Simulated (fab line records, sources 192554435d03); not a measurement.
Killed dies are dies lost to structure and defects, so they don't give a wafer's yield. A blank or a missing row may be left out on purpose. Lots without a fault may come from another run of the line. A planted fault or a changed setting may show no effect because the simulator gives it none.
fab line records | flow n5_finfet
record lots=7 wafers=39
route steps=1938 shown BEOL_M9@1419 BEOL_M10@1524 BEOL_M15@1773
start_h: hours from the record's first day to the start of the lot's first wafer shown | wait_h: hours since the lot's step before | " the same as in the row above | L1.1+2: a row that stands for several wafers | - no value, or no start given | * or withheld: withheld | < > ~ a bound
route shown NAME@n: a module of which the file shows steps, and the number in the route of the first | usual: mean/standard deviation of fault-free wafers | same: alike in all rows | chamber/n: place in a boat | sites: the reading at each site | _std_site: their standard deviation | _edge_site: outer sites' mean less inner sites' | radius_mm: how far each site lies from the wafer's centre | mask NAME#n: copy n | behind: the tool/chamber that last shaped the wafer | hold: why the lot was held/for how many hours/how that ended | device: the transistor (n, p or np) that didn't switch | end of line: the same wafers' tests at the end of the route | a step without rows: its recipe alone | killed: dies lost to structure and defects at the first sort, not the wafer's yield | map: a wafer's dies, x killed, . not, _ none there
set.NAME: the setting as run; set.NAME@STEP: as run at that earlier step | model.NAME: the simulator's own value behind a step, which no gauge read
lots whose settings were changed on purpose; a table a step, a row a wafer
## steps
# step N5_BEOL_M9_ETCH_62
# recipe chemistry=N2/H2 target=SOC target_depth_a=1100 overetch_a=220 mask_material=SiARC temp_c=40 time_s=165 ion_energy_ev=200 pressure_mtorr=30 source_w=840 bias_w=150 n2_flow_sccm=200 h2_flow_sccm=200
# columns lot.wafer tool chamber start_h wait_h set.target_depth_a model.SiARC_of_BEOL_M9_COAT_60.thk_nm model.BEOL_M9.cd_offset_nm
L076.1 rie_diel-02 2 235.36 0.0 1360 22.4 0
L076.2+3 " 3,0 " " 1100 23.8 -0.8
L076.4 " 1 " " 1360 22.2 0.6
L076.5 " 2 " " 1360 22.2 0
L076.6 " 1 " " 1100 23.4 -0.4
L081.1 rie_diel-02 2 268.46 0.0 1100 23.4 0.2
L081.2 " 1 " " 1100 23.4 -0.2
L081.3 " 3 " " 1100 23.6 0
L081.4 " 0 " " 1100 23.6 -0.2
L081.5 " 3 " " 1100 23.6 0.2
L081.6 " 0 " " 1100 23.8 0.2
L082.1 rie_diel-01 2 275.80 0.0 1100 23.4 0.2
L082.2+5 " 3 " " 1100 23.4 -0.2
L082.3 " 1 " " 1100 23.6 -0.2
L082.4 " 0 " " 1100 23.6 0
L082.6 " 0 " " 1100 23.6 0.4
L087.1 rie_diel-02 2 318.93 0.0 1100 23.6 -0.2
L087.2 " 0 " " 1100 23.4 0
L087.3 " 1 " " 1737 20.6 1.2
L087.4 " 1 " " 1737 20.4 2
L087.5 " 2 " " 1100 23.8 -0.6
L087.6 " 0 " " 1737 20.4 1.8
L089.1 rie_diel-02 1 320.17 0.0 1701 20.8 1.8
L089.2 " 2 " " 1701 20.8 1
L089.3 " 0 " " 1701 20.6 2.2
L089.4 " 1 " " 1100 23.8 0.4
L089.5 " 0 " " 1100 23.6 0.2
L089.6 " 2 " " 1100 23.6 0
L092.1 rie_diel-01 0 343.16 0.0 1100 23.6 0
L092.2 " 3 " " 1100 23.6 -0.6
L092.4 " 2 " " 1100 23.4 0.2
L093.1 rie_diel-04 2 352.62 0.0 1661 21 1.4
L093.2 " 1 " " 1100 23.4 0.2
L093.3 " 0 " " 1661 21 1.2
L093.4 " 3 " " 1100 23.2 0
L093.5 " 2 " " 1100 23.6 -0.2
L093.6 " 1 " " 1661 20.4 1.6
# step N5_BEOL_M9_STRIP_68
# recipe chemistry=N2/H2 temp_c=40 n2_flow_sccm=200 h2_flow_sccm=200 rf_frequency_hz=6e+07
# step N5_BEOL_M9_STRIP_67
# recipe chemistry=CF4 resist=SiARC power_w=300 bias_power_w=75 pressure_mtorr=50 cf4_flow_sccm=150 rf_frequency_hz=6e+07
# step N5_BEOL_M9_HM_OPEN_17
# recipe chemistry=Cl2/BCl3 target_depth_a=200 overetch_a=60 target=TiN mask_material=SOC ion_energy_ev=150 pressure_mtorr=10 icp_w=1000 bias_w=126 Cl2_flow_sccm=53.25 bcl3_flow_sccm=21.75 Ar_flow_sccm=25
# columns lot.wafer tool chamber start_h wait_h set.target_depth_a@BEOL_M9_ETCH_62 model.etch.depth_nm
L076.1+5 rie_metal-02 0 235.54 0.0 1360 17.14
L076.2 " 1 " " 1100 20.31
L076.3 " 1 " " 1100 20
L076.4 " 0 " " 1360 17.01
L076.6 " 1 " " 1100 20.26
L081.1+3 rie_metal-03 1 268.65 0.0 1100 19.88
L081.2 " 0 " " 1100 19.97
L081.4 " 0 " " 1100 19.93
L081.5 " 0 " " 1100 20.08
L081.6 " 1 " " 1100 19.98
L082.1 rie_metal-03 0 275.98 0.0 1100 19.8
L082.2 " 1 " " 1100 19.96
L082.3 " 0 " " 1100 20.1
L082.4 " 1 " " 1100 19.94
L082.5 " 0 " " 1100 20
L082.6 " 1 " " 1100 19.83
L087.1 rie_metal-02 0 319.12 0.0 1100 19.89
L087.2 " 1 " " 1100 19.99
L087.3 " 1 " " 1737 12.16
L087.4 " 0 " " 1737 12.24
L087.5 " 1 " " 1100 19.84
L087.6 " 0 " " 1737 12.02
L089.1+3 rie_metal-02 1 320.36 0.0 1701 12.84
L089.2 " 0 " " 1701 13.08
L089.4 " 0 " " 1100 20.3
L089.5 " 1 " " 1100 20.24
L089.6 " 0 " " 1100 20.35
L092.1 rie_metal-01 1 343.35 0.0 1100 20.08
L092.2 " 0 " " 1100 20.1
L092.4 " 0 " " 1100 19.83
L093.1 rie_metal-02 1 352.81 0.0 1661 13.51
L093.2 " 0 " " 1100 20.07
L093.3 " 1 " " 1661 13.61
L093.4 " 0 " " 1100 20.11
L093.5 " 1 " " 1100 19.99
L093.6 " 0 " " 1661 13.43
# step N5_BEOL_M9_STRIP_19
# recipe chemistry=O2 power_w=400 temp_c=40 pressure_mtorr=30 rf_frequency_hz=6e+07 bias_power_w=0 overash_fraction=0.2 o2_flow_sccm=225
# step N5_BEOL_M9_CD_MEAS_18
# recipe pitch_nm=140 target_cd_nm=70
# usual cd_nm=69.9/0.4
# columns lot.wafer tool chamber start_h wait_h set.target_depth_a@BEOL_M9_ETCH_62 cd_nm
L076.1 cd_sem-02 - 235.73 0.0 1360 70.0
L076.2 " - " " 1100 69.6
L076.3 " - " " 1100 69.3
L076.4 " - " " 1360 70.8
L076.5 " - " " 1360 69.8
L076.6 " - " " 1100 69.4
L081.1 cd_sem-02 - 268.83 0.0 1100 70.5
L081.2 " - " " 1100 69.8
L081.3 " - " " 1100 69.7
L081.4 " - " " 1100 69.9
L081.5 " - " " 1100 70.3
L081.6 " - " " 1100 69.9
L082.1 cd_sem-01 - 276.17 0.0 1100 70.4
L082.2 " - " " 1100 69.7
L082.3 " - " " 1100 69.7
L082.4 " - " " 1100 70.0
L082.5 " - " " 1100 70.0
L082.6 " - " " 1100 70.3
L087.1 cd_sem-02 - 319.30 0.0 1100 69.8
L087.2 " - " " 1100 70.0
L087.3 " - " " 1737 71.7
L087.4 " - " " 1737 72.2
L087.5 " - " " 1100 69.7
L087.6 " - " " 1737 72.1
L089.1 cd_sem-01 - 320.54 0.0 1701 72.0
L089.2 " - " " 1701 70.9
L089.3 " - " " 1701 72.7
L089.4 " - " " 1100 70.3
L089.5 " - " " 1100 70.4
L089.6 " - " " 1100 70.3
L092.1 cd_sem-02 - 343.53 0.0 1100 69.8
L092.2 " - " " 1100 69.3
L092.4 " - " " 1100 70.2
L093.1 cd_sem-02 - 353.02 0.0 1661 71.9
L093.2 " - " " 1100 70.2
L093.3 " - " " 1661 71.6
L093.4 " - " " 1100 70.2
L093.5 " - " " 1100 70.0
L093.6 " - " " 1661 71.8
# step N5_BEOL_M9_COAT_63
# recipe resist=SOC temp_c=250 time_s=60 spin_rpm=1500 resist_thk_nm=60
# step N5_BEOL_M9_COAT_64
# recipe resist=SiARC temp_c=220 time_s=60 spin_rpm=1500 resist_thk_nm=12
# step N5_BEOL_M9_PRECLEAN_42
# recipe chemistry=residue_remover time_s=60 temp_c=40
# step N5_BEOL_M9_SRD_43
# recipe time_s=30 temp_c=23 rinse_liquid=diw dry=ipa_marangoni
# step N5_BEOL_M9_CD_MEAS_35
# recipe target_cd_nm=70 target_cd_y_nm=40 polarity=opening
# usual cd_nm=69.9/0.42
# columns lot.wafer tool chamber start_h wait_h set.target_depth_a@BEOL_M9_ETCH_62 cd_nm
L076.1 cd_sem-02 - 239.53 0.0 1360 70.4
L076.2 " - " " 1100 69.1
L076.3 " - " " 1100 69.3
L076.4 " - " " 1360 71.2
L076.5 " - " " 1360 70.9
L076.6 " - " " 1100 69.8
L081.1 cd_sem-03 - 270.58 0.0 1100 70.4
L081.2 " - " " 1100 70.0
L081.3 " - " " 1100 70.0
L081.4 " - " " 1100 70.1
L081.5 " - " " 1100 70.2
L081.6 " - " " 1100 70.1
L082.1 cd_sem-01 - 279.38 0.0 1100 70.1
L082.2 " - " " 1100 70.1
L082.3 " - " " 1100 70.2
L082.4 " - " " 1100 69.9
L082.5 " - " " 1100 70.1
L082.6 " - " " 1100 70.3
L087.1 cd_sem-02 - 320.77 0.0 1100 69.4
L087.2 " - " " 1100 70.1
L087.3 " - " " 1737 71.6
L087.4 " - " " 1737 72.3
L087.5 " - " " 1100 69.9
L087.6 " - " " 1737 72.3
L089.1 cd_sem-01 - 321.62 0.0 1701 72.2
L089.2 " - " " 1701 71.1
L089.3 " - " " 1701 72.6
L089.4 " - " " 1100 70.2
L089.5 " - " " 1100 70.2
L089.6 " - " " 1100 70.3
L092.1 cd_sem-01 - 346.41 0.0 1100 70.0
L092.2 " - " " 1100 69.7
L092.4 " - " " 1100 70.4
L093.1 cd_sem-02 - 355.39 0.0 1661 71.8
L093.2 " - " " 1100 70.1
L093.3 " - " " 1661 71.8
L093.4 " - " " 1100 69.8
L093.5 " - " " 1100 69.6
L093.6 " - " " 1661 71.5
# step N5_BEOL_M10_ALD_74
# recipe material=TaN target_thk_a=20 temp_c=275 ald_precursor_family=PDMAT ald_co_reactant=NH3 pressure_torr=3 carrier_flow_sccm=1500 pulse_time_s=2 purge_time_s=3 co_reactant_purge_time_s=2 co_reactant_pulse_time_s=3 ald_cycles=40 precursor_vessel_temp_c=75 precursor_vessel_pressure_torr=26.25 precursor_vessel_carrier_sccm=1000
# columns lot.wafer tool chamber start_h wait_h set.ald_cycles model.TaN_of_BEOL_M10_ALD_74.thk_nm
L076.1 ald_metal-03 1 252.18 0.0 26 1.2
L076.2+6 " 2,3 " " 26 1.4
L076.3+4+5 " 3,0,2 " " 40 2
L081.1+2+3 ald_metal-03 1,0,2 279.74 0.2 24 1.2
L081.4+5+6 " 1,2,0 " " 40 2
L082.1+2+3+4+5+6 ald_metal-02 3,1,2,0,3,2 291.39 0.0 40 2
L087.1+2+4 ald_metal-03 2,0,3 330.71 0.1 48 2.4
L087.3+5+6 " 1,1,0 " " 40 2
L089.1+4+5 ald_metal-04 0,2,1 334.00 0.2 40 2
L089.2+6 " 1,0 " " 50 2.4
L089.3 " 3 " " 50 2.6
L092.1+2+4 ald_metal-02 0,3,1 358.29 0.1 40 2
L093.1+2+3+4+5+6 ald_metal-02 0,3,1,2,1,0 367.25 0.3 40 2
# step N5_BEOL_M15_ILD_DEP_00
# recipe material=SiO2 target_thk_a=16293 temp_c=400 precursor=TEOS/O2 pressure_torr=6.5 rf_w=900 teos_flow_sccm=161.4 gas=O2 flow_sccm=2650 time_s=346.1
# columns lot.wafer tool chamber start_h wait_h set.target_thk_a model.SiO2_of_BEOL_M15_ILD_DEP_00.thk_nm
L076.1 pecvd-01 2 273.71 0.0 16293 1608
L076.2 " 0 " " 16293 1610
L076.3 " 1 " " 16293 1618
L076.4 " 0 " " 16293 1650
L076.5 " 2 " " 16293 1640
L076.6 " 1 " " 16293 1629
L081.1 pecvd-03 0 311.20 0.0 10320 1028
L081.2 " 2 " " 16293 1616
L081.3 " 1 " " 10320 1027
L081.4 " 2 " " 16293 1654
L081.5 " 1 " " 16293 1670
L081.6 " 0 " " 10320 1068
L082.1 pecvd-01 0 322.75 0.0 12220 1232
L082.2 " 1 " " 16293 1608
L082.3 " 2 " " 12220 1206
L082.4 " 1 " " 16293 1611
L082.5 " 2 " " 12220 1229
L082.6 " 0 " " 16293 1658
L087.1 pecvd-04 0 354.15 0.0 6843 673.6
L087.2 " 1 " " 16293 1614
L087.3 " 2 " " 16293 1612
L087.4 " 1 " " 16293 1653
L087.5 " 2 " " 6843 697
L087.6 " 0 " " 6843 667.8
L089.1 pecvd-01 1 360.20 0.0 9058 911.6
L089.2 " 0 " " 9058 912.6
L089.3 " 2 " " 16293 1607
L089.4 " 0 " " 9058 929.4
L089.5 " 1 " " 16293 1635
L089.6 " 2 " " 16293 1639
L092.1 pecvd-03 2 384.15 0.0 16293 1627
L092.2 " 1 " " 16293 1611
L092.4 " 2 " " 16293 1653
L093.1 pecvd-03 0 390.83 0.0 16293 1638
L093.2 " 1 " " 16293 1623
L093.3 " 2 " " 19710 1969
L093.4 " 0 " " 19710 1980
L093.5 " 2 " " 19710 2006
L093.6 " 1 " " 16293 1635
# step N5_BEOL_M15_THK_MEAS_01
# recipe reads=SiO2_of_BEOL_M15_ILD_DEP_00
# usual M15_ILD_THK=1627/18
# columns lot.wafer tool chamber start_h wait_h set.target_thk_a@BEOL_M15_ILD_DEP_00 M15_ILD_THK[nm]
L076.1 film_metro-02 - 273.96 0.1 16293 1607
L076.2 " - " " 16293 1609
L076.3 " - " " 16293 1619
L076.4 " - " " 16293 1649
L076.5 " - " " 16293 1641
L076.6 " - " " 16293 1629
L081.1 film_metro-02 - 311.45 0.1 10320 1028
L081.2 " - " " 16293 1616
L081.3 " - " " 10320 1026
L081.4 " - " " 16293 1653
L081.5 " - " " 16293 1671
L081.6 " - " " 10320 1068
L082.1 film_metro-02 - 323.00 0.1 12220 1231
L082.2 " - " " 16293 1609
L082.3 " - " " 12220 1206
L082.4 " - " " 16293 1612
L082.5 " - " " 12220 1229
L082.6 " - " " 16293 1657
L087.1 film_metro-01 - 354.40 0.1 6843 674
L087.2 " - " " 16293 1614
L087.3 " - " " 16293 1611
L087.4 " - " " 16293 1654
L087.5 " - " " 6843 697
L087.6 " - " " 6843 667
L089.1 film_metro-02 - 360.45 0.1 9058 913
L089.2 " - " " 9058 913
L089.3 " - " " 16293 1608
L089.4 " - " " 9058 929
L089.5 " - " " 16293 1636
L089.6 " - " " 16293 1639
L092.1 film_metro-01 - 384.40 0.1 16293 1627
L092.2 " - " " 16293 1612
L092.4 " - " " 16293 1653
L093.1 film_metro-01 - 391.08 0.1 16293 1639
L093.2 " - " " 16293 1624
L093.3 " - " " 19710 1969
L093.4 " - " " 19710 1980
L093.5 " - " " 19710 2006
L093.6 " - " " 16293 1635
# step N5_BEOL_M15_COAT_58
# recipe resist=BARC temp_c=205 time_s=60 spin_rpm=1500 resist_thk_nm=89
# step N5_BEOL_M15_COAT_04
# recipe spin_rpm=1704 resist_thk_nm=800
# step N5_BEOL_M15_DESCUM_15
# recipe chemistry=O2 time_s=7.9 source_power_w=50 bias_power_w=20 pressure_mtorr=20 rf_frequency_hz=2.712e+07 temp_c=40 o2_flow_sccm=225
# step N5_BEOL_M15_ETCH_59
# recipe chemistry=N2/H2 target=BARC target_depth_a=890 overetch_a=267 time_s=67.9 ion_energy_ev=200 pressure_mtorr=30 source_w=840 bias_w=150 n2_flow_sccm=200 h2_flow_sccm=200
# step N5_BEOL_M15_VIA_ETCH_16
# recipe chemistry=C4F8/O2/Ar target=SiO2 he_inner_torr=15 he_outer_torr=30 target_depth_a=17922 time_s=withheld ion_energy_ev=800 pressure_mtorr=20 source_w=1905 bias_w=2040 Ar_flow_sccm=400 C4F8_flow_sccm=16 O2_flow_sccm=12 ends=cleared
# columns lot.wafer tool chamber start_h wait_h set.target_thk_a@BEOL_M15_ILD_DEP_00 model.etch.depth_nm model.coat_of_BEOL_M15_COAT_04.thk_nm
L076.1 rie_diel-02 0 274.59 0.0 16293 1608 342.4
L076.2 " 2 " " 16293 1610 339.6
L076.3 " 1 " " 16293 1618 337.6
L076.4 " 3 " " 16293 1650 333.8
L076.5 " 0 " " 16293 1640 337.2
L076.6 " 3 " " 16293 1629 337
L081.1 rie_diel-01 3 311.93 0.0 10320 1028 474.6
L081.2 " 2 " " 16293 1616 337.2
L081.3 " 1 " " 10320 1027 473.6
L081.4 " 0 " " 16293 1654 325.2
L081.5 " 3 " " 16293 1670 320.2
L081.6 " 2 " " 10320 1068 465.6
L082.1 rie_diel-04 3 323.61 0.0 12220 1232 426.2
L082.2 " 2 " " 16293 1608 340.6
L082.3 " 0 " " 12220 1206 437.4
L082.4 " 1 " " 16293 1611 341.2
L082.5 " 0 " " 12220 1229 434
L082.6 " 3 " " 16293 1658 325.8
L087.1 rie_diel-02 2 355.33 0.0 6843 673.5 560.6
L087.2 " 1 " " 16293 1614 336.4
L087.3 " 3 " " 16293 1612 337.8
L087.4 " 0 " " 16293 1653 327.2
L087.5 " 0 " " 6843 697.1 555.2
L087.6 " 1 " " 6843 667.7 565.2
L089.1 rie_diel-04 0 360.93 0.0 9058 911.6 501.2
L089.2 " 1 " " 9058 912.6 502.6
L089.3 " 3 " " 16293 1607 333.6
L089.4 " 2 " " 9058 929.4 494.6
L089.5 " 2 " " 16293 1635 328.4
L089.6 " 3 " " 16293 1639 322
L092.1 rie_diel-02 1 385.17 0.0 16293 1627 331.4
L092.2 " 3 " " 16293 1611 335.4
L092.4 " 3 " " 16293 1653 325.8
L093.1 rie_diel-02 1 391.68 0.0 16293 1638 329.6
L093.2 " 0 " " 16293 1623 335.4
L093.3 " 3 " " 19710 1969 252.6
L093.4 " 3 " " 19710 1980 250.8
L093.5 " 1 " " 19710 2006 243.6
L093.6 " 0 " " 16293 1635 332
# step N5_BEOL_M15_STRIP_63
# recipe chemistry=O2 power_w=600 temp_c=60 pressure_mtorr=30 rf_frequency_hz=6e+07 bias_power_w=0 overash_fraction=0.3 o2_flow_sccm=225
# step N5_BEOL_M15_STRIP_64
# recipe chemistry=O2 power_w=600 temp_c=60 pressure_mtorr=30 rf_frequency_hz=6e+07 bias_power_w=0 overash_fraction=0.3 o2_flow_sccm=225
# step N5_BEOL_M15_STRIP_65
# recipe chemistry=post_etch_residue_remover time_s=60 temp_c=25 remover_ph=withheld remover_water_wt_pct=withheld remover_fluoride_wt_pct=withheld
# step N5_BEOL_M15_SRD_66
# recipe time_s=30 temp_c=23 rinse_liquid=diw dry=n2_spin spin_rpm=1500 dry_time_s=30
# step N5_BEOL_M15_CD_MEAS_17
# recipe target_cd_nm=360 polarity=opening
# usual cd_nm=361.2/1.6
# columns lot.wafer tool chamber start_h wait_h set.target_thk_a@BEOL_M15_ILD_DEP_00 cd_nm
L076.1 cd_sem-02 - 275.00 0.0 16293 361.8
L076.2 " - " " 16293 361.4
L076.3 " - " " 16293 361.8
L076.4 " - " " 16293 363.7
L076.5 " - " " 16293 361.9
L076.6 " - " " 16293 364.1
L081.1 cd_sem-02 - 312.34 0.0 10320 358.4
L081.2 " - " " 16293 362.4
L081.3 " - " " 10320 355.5
L081.4 " - " " 16293 362.1
L081.5 " - " " 16293 364.4
L081.6 " - " " 10320 357.8
L082.1 cd_sem-01 - 324.02 0.0 12220 359.3
L082.2 " - " " 16293 362.5
L082.3 " - " " 12220 356.3
L082.4 " - " " 16293 361.3
L082.5 " - " " 12220 355.6
L082.6 " - " " 16293 362.3
L087.1 cd_sem-01 - 355.75 0.0 6843 350.2
L087.2 " - " " 16293 359.1
L087.3 " - " " 16293 358.6
L087.4 " - " " 16293 359.1
L087.5 " - " " 6843 352.2
L087.6 " - " " 6843 351.3
L089.1 cd_sem-02 - 361.35 0.0 9058 355.6
L089.2 " - " " 9058 355.4
L089.3 " - " " 16293 362.4
L089.4 " - " " 9058 357.0
L089.5 " - " " 16293 363.9
L089.6 " - " " 16293 361.8
L092.1 cd_sem-01 - 385.58 0.0 16293 360.7
L092.2 " - " " 16293 359.3
L092.4 " - " " 16293 359.3
L093.1 cd_sem-03 - 392.10 0.0 16293 361.1
L093.2 " - " " 16293 361.2
L093.3 " - " " 19710 361.9
L093.4 " - " " 19710 364.4
L093.5 " - " " 19710 363.4
L093.6 " - " " 16293 362.4
## key
split step=N5_BEOL_M9_ETCH_62 setting=target_depth_a stated=1100 by=wafer
response step=N5_BEOL_M9_ETCH_62 reading=model.SiARC_of_BEOL_M9_COAT_60.thk_nm change=-0.0534 per=1% r=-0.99
response step=N5_BEOL_M9_ETCH_62 reading=model.BEOL_M9.cd_offset_nm change=+0.0299 per=1% r=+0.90
response step=N5_BEOL_M9_HM_OPEN_17 reading=model.etch.depth_nm change=-0.133 per=1% r=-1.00
response step=N5_BEOL_M9_CD_MEAS_18 reading=cd_nm change=+0.033 per=1% r=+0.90
response step=N5_BEOL_M9_CD_MEAS_35 reading=cd_nm change=+0.0374 per=1% r=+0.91
split step=N5_BEOL_M10_ALD_74 setting=ald_cycles stated=40 by=wafer
response step=N5_BEOL_M10_ALD_74 reading=model.TaN_of_BEOL_M10_ALD_74.thk_nm change=+0.0195 per=1% r=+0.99
split step=N5_BEOL_M15_ILD_DEP_00 setting=target_thk_a stated=16293 by=wafer
response step=N5_BEOL_M15_ILD_DEP_00 reading=model.SiO2_of_BEOL_M15_ILD_DEP_00.thk_nm change=+16.3 per=1% r=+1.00
response step=N5_BEOL_M15_THK_MEAS_01 reading=M15_ILD_THK change=+16.3 per=1% r=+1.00
response step=N5_BEOL_M15_VIA_ETCH_16 reading=model.etch.depth_nm change=+16.3 per=1% r=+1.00
response step=N5_BEOL_M15_VIA_ETCH_16 reading=model.coat_of_BEOL_M15_COAT_04.thk_nm change=-3.9 per=1% r=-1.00
response step=N5_BEOL_M15_CD_MEAS_17 reading=cd_nm change=+0.144 per=1% r=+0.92
